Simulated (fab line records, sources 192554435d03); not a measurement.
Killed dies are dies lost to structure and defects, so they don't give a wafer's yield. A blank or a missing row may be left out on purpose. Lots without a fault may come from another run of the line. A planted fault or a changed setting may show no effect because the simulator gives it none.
Which tool did it? | flow n5_finfet | 10 lots, 30 wafers sampled, at 2 steps of a route of 1938

WHAT THE GAUGES READ, wafer by wafer
N5_GATE_CUT_CD_MEAS_13: target cd 20 nm. Usual: cd_nm 20.04 nm, standard deviation 0.23.
lot  | measured    | on        | cd_nm (nm)        | flag
L937 | day 4 12:37 | cd_sem-01 | 20.34 20.39 20.31 |
L938 | day 4 21:06 | cd_sem-02 | 20.17 20.25 19.76 |
L940 | day 5 06:05 | cd_sem-02 | 19.89 20.12 20.28 |
L951 | day 7 22:36 | cd_sem-02 | 20.19 20.52 20.07 |
L952 | day 8 05:58 | cd_sem-03 | 20.07 19.92 19.77 |
L953 | day 8 15:26 | cd_sem-02 | 19.93 19.89 20.11 |
L954 | day 8 18:49 | cd_sem-01 | 20.37 20.02 20.27 |
L955 | day 9 00:37 | cd_sem-03 | 19.97 19.70 19.94 |
L956 | day 9 07:50 | cd_sem-03 | 20.04 19.95 20.19 |
L957 | day 9 15:49 | cd_sem-01 | 19.76 20.09 19.98 |

WHICH TOOL RAN EACH LOT (tool, then ch and the chambers of the sampled wafers, then the start)
lot  | N5_GATE_CUT_HM_DEP_46
L937 | pecvd-04 ch 0,1, day 4 12:17
L938 | pecvd-02 ch 0,1,2, day 4 20:46
L940 | pecvd-01 ch 0,1,2, day 5 05:46
L951 | pecvd-01 ch 0,2, day 7 22:16
L952 | pecvd-01 ch 0, day 8 05:25
L953 | pecvd-02 ch 1,2, day 8 15:04
L954 | pecvd-04 ch 0,1, day 8 18:20
L955 | pecvd-02 ch 0,1,2, day 9 00:16
L956 | pecvd-04 ch 0,1,2, day 9 07:30
L957 | pecvd-02 ch 0,1, day 9 15:22
- N5_GATE_CUT_HM_DEP_46: deposits SiO2 from TEOS/O2, target thk 130 nm, time 26.6 s.

WHAT THE TOOLS THEMSELVES READ (means of the sampled wafers that have a number; where no wafer has one, the mark that the record gives instead)
N5_GATE_CUT_HM_DEP_46. Usual: chamber_pressure_Torr 6.499 Torr, standard deviation 0.013; heater_power_w 536 W, standard deviation 81; showerhead_plenum_p_Torr 8.36 Torr, standard deviation 0.034; throttle_valve_pct 18.6 %, standard deviation 1.2.
lot  | tool     | chamber_pressure_Torr (Torr) | heater_power_w (W) | showerhead_plenum_p_Torr (Torr) | throttle_valve_pct (%) | flag
L937 | pecvd-04 | 6.510                        | 613                | 8.39                            | 18.1                   |
L938 | pecvd-02 | 6.490                        | 520                | 8.38                            | 19.1                   |
L940 | pecvd-01 | 6.502                        | 555                | 8.34                            | 17.6                   |
L951 | pecvd-01 | 6.498                        | 545                | 8.31                            | 17.7                   |
L952 | pecvd-01 | 6.500                        | 475                | 8.29                            | 17.9                   |
L953 | pecvd-02 | 6.507                        | 580                | 8.37                            | 19.0                   |
L954 | pecvd-04 | 6.493                        | 624                | 8.40                            | 18.2                   |
L955 | pecvd-02 | 6.492                        | 535                | 8.35                            | 19.2                   |
L956 | pecvd-04 | 6.499                        | 512                | 8.38                            | 18.7                   |
L957 | pecvd-02 | 6.509                        | 434                | 8.36                            | 20.1                   |

THE ANSWER, worked out from the rows above alone
Rule: a lot is off if the mean of its wafers that have a number lies more than 3 standard deviations from the usual mean. A lot without any number at a reading at which 4 lots or more have one is off too. The other lots that the step has rows for count as sound. The gauges are gone through in route order, then the tools' own readings, and for those a lot's mean is taken as printed above. The first step at which some lot is off is used, and at that step the reading that is off furthest; a lot without a number counts as furthest.
No lot is off at any reading shown: from this, nothing can be told.

WHAT THE SIMULATOR HAD PUT IN
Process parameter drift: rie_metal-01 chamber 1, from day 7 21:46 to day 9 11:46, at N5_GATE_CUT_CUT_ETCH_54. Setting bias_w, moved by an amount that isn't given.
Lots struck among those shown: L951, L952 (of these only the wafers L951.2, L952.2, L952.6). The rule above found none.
